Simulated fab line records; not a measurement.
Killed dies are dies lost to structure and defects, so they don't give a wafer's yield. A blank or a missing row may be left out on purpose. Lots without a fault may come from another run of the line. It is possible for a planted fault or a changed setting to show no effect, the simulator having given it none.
Which tool was responsible? + flow nand_harc + Sampling: 24 lots, 72 wafers, 4 of 1302 route steps

== WHAT THE GAUGES READ, wafer by wafer ==
NHARC_A_WL_FILL_INSPECT_15. Usual: 510 for raw_defect_count, sd 120.
| lot  | measured     | on                | raw_defect_count | flag |
|------|--------------|-------------------|------------------|------|
| L074 | day 21 12:17 | defect_inspect-01 | 639 398 590      |      |
| L077 | day 21 22:50 | defect_inspect-01 | 762 500 544      |      |
| L076 | day 21 22:59 | defect_inspect-02 | 410 395 401      |      |
| L075 | day 21 22:50 | defect_inspect-02 | 384 446 565      |      |
| L078 | day 22 19:04 | defect_inspect-02 | 389 495 463      |      |
| L079 | day 23 08:49 | defect_inspect-02 | 647 446 574      |      |
| L080 | day 24 01:17 | defect_inspect-02 | 459 467 519      |      |
| L081 | day 24 19:22 | defect_inspect-02 | 850 409 515      |      |
| L084 | day 25 11:52 | defect_inspect-02 | 469 724 685      |      |
| L082 | day 25 03:51 | defect_inspect-01 | 410 416 492      |      |
| L083 | day 25 03:55 | defect_inspect-02 | 659 489 607      |      |
| L086 | day 25 14:56 | defect_inspect-02 | 461 562 454      |      |
| L085 | day 26 01:29 | defect_inspect-02 | 497 400 591      |      |
| L089 | day 27 00:38 | defect_inspect-02 | 664 545 490      |      |
| L088 | day 26 19:38 | defect_inspect-02 | 389 298 321      |      |
| L087 | day 27 06:37 | defect_inspect-01 | 553 420 405      |      |
| L090 | day 28 10:17 | defect_inspect-02 | 699 559 549      |      |
| L091 | day 28 10:17 | defect_inspect-01 | 501 508 451      |      |
| L093 | day 29 01:41 | defect_inspect-02 | 594 559 508      |      |
| L092 | day 29 01:33 | defect_inspect-02 | 772 508 371      |      |
| L094 | day 29 19:52 | defect_inspect-01 | 470 530 512      |      |
| L095 | day 29 19:52 | defect_inspect-02 | 546 378 403      |      |
| L097 | day 30 23:45 | defect_inspect-02 | 442 455 542      |      |
| L096 | day 30 23:46 | defect_inspect-01 | 657 326 500      |      |

== TOOL THAT RAN EACH LOT (tool first, then ch and the chambers of the sampled wafers, then the start) ==
| lot  | NHARC_A_SGD_CUT_STRIP_17                      | NHARC_A_SGD_CUT_CMP_21        | NHARC_A_WL_FILL_ALD_10           |
|------|-----------------------------------------------|-------------------------------|----------------------------------|
| L074 | rie_diel-08 ch 0,1,3, day 19 21:17 or earlier | cmp-03 ch 0,1, day 19 21:17   | ald_hk-02 ch 1,2,3, day 21 02:04 |
| L077 | rie_diel-08 ch 0,1,3, day 20 07:26 or earlier | cmp-02 ch 0,2, day 20 07:26   | ald_hk-02 ch 1,2, day 21 11:43   |
| L076 | rie_diel-01 ch 1,2,3, day 20 07:25 or earlier | cmp-04 ch 1,2,3, day 20 07:25 | ald_hk-03 ch 1,2,3, day 21 12:14 |
| L075 | rie_diel-07 ch 0,1,3, day 20 07:28 or earlier | cmp-03 ch 1,2,3, day 20 07:28 | ald_hk-04 ch 0,2,3, day 21 13:38 |
| L078 | rie_diel-01 ch 0,1,3, day 21 04:53 or earlier | cmp-02 ch 1,2,3, day 21 04:53 | ald_hk-03 ch 0,1, day 22 07:52   |
| L079 | rie_diel-07 ch 0,1,2, day 21 15:47 or earlier | cmp-03 ch 0,1,3, day 21 15:47 | ald_hk-04 ch 0,2,3, day 22 22:37 |
| L080 | rie_diel-01 ch 1,3, day 22 11:34 or earlier   | cmp-02 ch 2,3, day 22 11:34   | ald_hk-03 ch 0,2, day 23 14:08   |
| L081 | rie_diel-07 ch 0,1,3, day 23 05:05 or earlier | cmp-04 ch 0,2,3, day 23 05:05 | ald_hk-02 ch 0,1,2, day 24 08:11 |
| L084 | rie_diel-01 ch 1,2, day 23 14:22 or earlier   | cmp-03 ch 1,3, day 23 14:22   | ald_hk-02 ch 1,3, day 25 01:13   |
| L082 | rie_diel-07 ch 1,3, day 23 14:22 or earlier   | cmp-02 ch 0,3, day 23 14:22   | ald_hk-03 ch 2,3, day 24 15:41   |
| L083 | rie_diel-08 ch 2,3, day 23 14:25 or earlier   | cmp-04 ch 0,2,3, day 23 14:25 | ald_hk-04 ch 0,3, day 24 16:42   |
| L086 | rie_diel-01 ch 1,2,3, day 23 14:35 or earlier | cmp-04 ch 0,2,3, day 23 14:35 | ald_hk-02 ch 0,3, day 25 04:17   |
| L085 | rie_diel-01 ch 2,3, day 24 01:59 or earlier   | cmp-03 ch 0,1, day 24 01:59   | ald_hk-03 ch 1,2,3, day 25 14:03 |
| L089 | rie_diel-07 ch 0,1,3, day 25 04:23 or earlier | cmp-04 ch 0,1, day 25 04:23   | ald_hk-02 ch 2,3, day 26 13:51   |
| L088 | rie_diel-08 ch 1,2,3, day 25 04:23 or earlier | cmp-02 ch 0,1,2, day 25 04:23 | ald_hk-03 ch 0,3, day 26 08:55   |
| L087 | rie_diel-08 ch 0,3, day 25 12:03 or earlier   | cmp-02 ch 0,3, day 25 12:03   | ald_hk-03 ch 0,1,2, day 26 19:55 |
| L090 | rie_diel-08 ch 0,1,3, day 26 18:08 or earlier | cmp-03 ch 0,3, day 26 18:08   | ald_hk-04 ch 1,2, day 27 23:10   |
| L091 | rie_diel-01 ch 1,3, day 26 18:10 or earlier   | cmp-04 ch 0,1,2, day 26 18:10 | ald_hk-02 ch 0,2,3, day 28 00:13 |
| L093 | rie_diel-07 ch 0,1,3, day 27 10:27 or earlier | cmp-03 ch 0,3, day 27 10:27   | ald_hk-02 ch 0,2,3, day 28 15:28 |
| L092 | rie_diel-07 ch 0,2,3, day 27 10:28 or earlier | cmp-04 ch 1,2,3, day 27 10:28 | ald_hk-03 ch 0,3, day 28 14:56   |
| L094 | rie_diel-01 ch 0,1,3, day 28 05:54 or earlier | cmp-02 ch 0,2,3, day 28 05:54 | ald_hk-02 ch 0,1,3, day 29 08:26 |
| L095 | rie_diel-08 ch 0,3, day 28 05:54 or earlier   | cmp-04 ch 0,2,3, day 28 05:54 | ald_hk-03 ch 0,2,3, day 29 09:15 |
| L097 | rie_diel-08 ch 1,3, day 29 08:58 or earlier   | cmp-02 ch 0,1,3, day 29 08:58 | ald_hk-03 ch 1,3, day 30 12:43   |
| L096 | rie_diel-01 ch 0,1,3, day 29 08:58 or earlier | cmp-04 ch 0,1, day 29 08:58   | ald_hk-04 ch 0,1,2, day 30 14:21 |
- NHARC_A_SGD_CUT_STRIP_17: strips in O2.
- NHARC_A_SGD_CUT_CMP_21: polishes, target thk 148.19 nm.
- NHARC_A_WL_FILL_ALD_10: deposits SiO2, target thk 50 nm, pulse time 10 s, ald cycles 500.

== AS READ BY THE TOOLS THEMSELVES (means over the sampled wafers that have a number; for cases with no such wafer, the mark the record gives instead) ==
NHARC_A_SGD_CUT_STRIP_17. Usual: drypump_motor_current_A 5.8 A, standard deviation 0.5; oes_product_au 0.998 a.u., standard deviation 0.011; rf_vpp_V 57.8 V, standard deviation 0.98; showerhead_plenum_p_Torr 3.53 Torr, standard deviation 0.17; throttle_valve_pct 17.037 %, standard deviation 0.0091.
| lot  | tool        | drypump_motor_current_A (A) | oes_product_au (a.u.) | rf_vpp_V (V) | showerhead_plenum_p_Torr (Torr) | throttle_valve_pct (%) | flag |
|------|-------------|-----------------------------|-----------------------|--------------|---------------------------------|------------------------|------|
| L074 | rie_diel-08 | 5.5                         | 1.009                 | 57.2         | 3.57                            | 17.032                 |      |
| L077 | rie_diel-08 | 5.5                         | 1.010                 | 57.7         | 3.57                            | 17.036                 |      |
| L076 | rie_diel-01 | 6.0                         | 0.992                 | 58.0         | 3.59                            | 17.038                 |      |
| L075 | rie_diel-07 | 5.7                         | 0.990                 | 58.1         | 3.48                            | 17.040                 |      |
| L078 | rie_diel-01 | 6.1                         | 1.000                 | 58.3         | 3.56                            | 17.045                 |      |
| L079 | rie_diel-07 | 5.9                         | 0.994                 | 57.0         | 3.55                            | 17.034                 |      |
| L080 | rie_diel-01 | 6.2                         | 1.003                 | 57.6         | 3.64                            | 17.036                 |      |
| L081 | rie_diel-07 | 5.7                         | 1.000                 | 57.2         | 3.48                            | 17.026                 |      |
| L084 | rie_diel-01 | 5.7                         | 0.982                 | 58.6         | 3.55                            | 17.034                 |      |
| L082 | rie_diel-07 | 6.0                         | 1.008                 | 58.1         | 3.62                            | 17.045                 |      |
| L083 | rie_diel-08 | 6.2                         | 1.004                 | 57.3         | 3.35                            | 17.030                 |      |
| L086 | rie_diel-01 | 6.0                         | 0.994                 | 58.1         | 3.59                            | 17.030                 |      |
| L085 | rie_diel-01 | 5.8                         | 0.986                 | 57.6         | 3.53                            | 17.037                 |      |
| L089 | rie_diel-07 | 5.7                         | 1.004                 | 57.1         | 3.47                            | 17.036                 |      |
| L088 | rie_diel-08 | 5.8                         | 0.998                 | 57.5         | 3.50                            | 17.032                 |      |
| L087 | rie_diel-08 | 5.9                         | 1.003                 | 56.5         | 3.41                            | 17.046                 |      |
| L090 | rie_diel-08 | 5.5                         | 1.008                 | 57.8         | 3.56                            | 17.047                 |      |
| L091 | rie_diel-01 | 6.4                         | 1.003                 | 57.9         | 3.68                            | 17.039                 |      |
| L093 | rie_diel-07 | 5.7                         | 1.002                 | 57.4         | 3.47                            | 17.041                 |      |
| L092 | rie_diel-07 | 5.5                         | 0.997                 | 57.2         | 3.39                            | 17.032                 |      |
| L094 | rie_diel-01 | 6.1                         | 1.011                 | 58.7         | 3.56                            | 17.031                 |      |
| L095 | rie_diel-08 | 5.8                         | 0.994                 | 58.3         | 3.55                            | 17.039                 |      |
| L097 | rie_diel-08 | 5.3                         | 1.004                 | 57.9         | 3.57                            | 17.046                 |      |
| L096 | rie_diel-01 | 6.1                         | 1.004                 | 57.8         | 3.56                            | 17.034                 |      |

NHARC_A_SGD_CUT_CMP_21. Usual: motor_current_A 11.8 A, standard deviation 1.1; time_to_endpoint_s 49.0 s, standard deviation 3.
| lot  | tool   | motor_current_A (A) | time_to_endpoint_s (s) | flag |
|------|--------|---------------------|------------------------|------|
| L074 | cmp-03 | 10.2                | 51.0                   |      |
| L077 | cmp-02 | 12.2                | 48.8                   |      |
| L076 | cmp-04 | 11.2                | 50.7                   |      |
| L075 | cmp-03 | 10.4                | 49.8                   |      |
| L078 | cmp-02 | 13.0                | 48.8                   |      |
| L079 | cmp-03 | 10.9                | 52.3                   |      |
| L080 | cmp-02 | 11.8                | 47.7                   |      |
| L081 | cmp-04 | 12.0                | 49.8                   |      |
| L084 | cmp-03 | 10.4                | 48.0                   |      |
| L082 | cmp-02 | 12.0                | 47.6                   |      |
| L083 | cmp-04 | 11.6                | 49.8                   |      |
| L086 | cmp-04 | 11.6                | 49.7                   |      |
| L085 | cmp-03 | 10.8                | 48.8                   |      |
| L089 | cmp-04 | 12.0                | 46.7                   |      |
| L088 | cmp-02 | 12.9                | 48.5                   |      |
| L087 | cmp-02 | 11.7                | 49.5                   |      |
| L090 | cmp-03 | 11.5                | 53.0                   |      |
| L091 | cmp-04 | 11.6                | 48.7                   |      |
| L093 | cmp-03 | 11.8                | 51.4                   |      |
| L092 | cmp-04 | 11.6                | 47.2                   |      |
| L094 | cmp-02 | 12.1                | 50.1                   |      |
| L095 | cmp-04 | 11.7                | 50.5                   |      |
| L097 | cmp-02 | 12.3                | 49.1                   |      |
| L096 | cmp-04 | 11.8                | 45.5                   |      |

NHARC_A_WL_FILL_ALD_10. Usual: heater_power_w 485 W, standard deviation 66; precursor_pulse_height_rel 1.003, standard deviation 0.02.
| lot  | tool      | heater_power_w (W) | precursor_pulse_height_rel | flag |
|------|-----------|--------------------|----------------------------|------|
| L074 | ald_hk-02 | 475                | 0.991                      |      |
| L077 | ald_hk-02 | 459                | 1.024                      |      |
| L076 | ald_hk-03 | 551                | 1.008                      |      |
| L075 | ald_hk-04 | 457                | 0.994                      |      |
| L078 | ald_hk-03 | 530                | 0.993                      |      |
| L079 | ald_hk-04 | 466                | 1.012                      |      |
| L080 | ald_hk-03 | 475                | 0.971                      |      |
| L081 | ald_hk-02 | 415                | 1.016                      |      |
| L084 | ald_hk-02 | 507                | 1.001                      |      |
| L082 | ald_hk-03 | 557                | 1.002                      |      |
| L083 | ald_hk-04 | 464                | 1.004                      |      |
| L086 | ald_hk-02 | 420                | 1.014                      |      |
| L085 | ald_hk-03 | 544                | 0.998                      |      |
| L089 | ald_hk-02 | 491                | 0.986                      |      |
| L088 | ald_hk-03 | 546                | 0.999                      |      |
| L087 | ald_hk-03 | 486                | 0.989                      |      |
| L090 | ald_hk-04 | 473                | 1.002                      |      |
| L091 | ald_hk-02 | 434                | 1.011                      |      |
| L093 | ald_hk-02 | 443                | 1.001                      |      |
| L092 | ald_hk-03 | 555                | 1.009                      |      |
| L094 | ald_hk-02 | 461                | 0.998                      |      |
| L095 | ald_hk-03 | 515                | 0.999                      |      |
| L097 | ald_hk-03 | 592                | 1.008                      |      |
| L096 | ald_hk-04 | 466                | 1.000                      |      |

== THE ANSWER, worked out from the rows above alone ==
Rule: a lot counts as off when the mean over its wafers that have a number is more than 3 standard deviations away from the usual mean. Also off: a lot with no number at a reading for which 4 or more lots have one. All remaining lots with rows at the step are treated as sound. After the gauges, taken in route order, come the tools' own readings; for these a lot's mean is taken, as printed above. The first step at which some lot is off is used, and at that step the reading that is off furthest; a lot without a number counts as furthest.
Nothing can be told from this: no lot is off at any reading shown.

== WHAT THE SIMULATOR PUT IN ==
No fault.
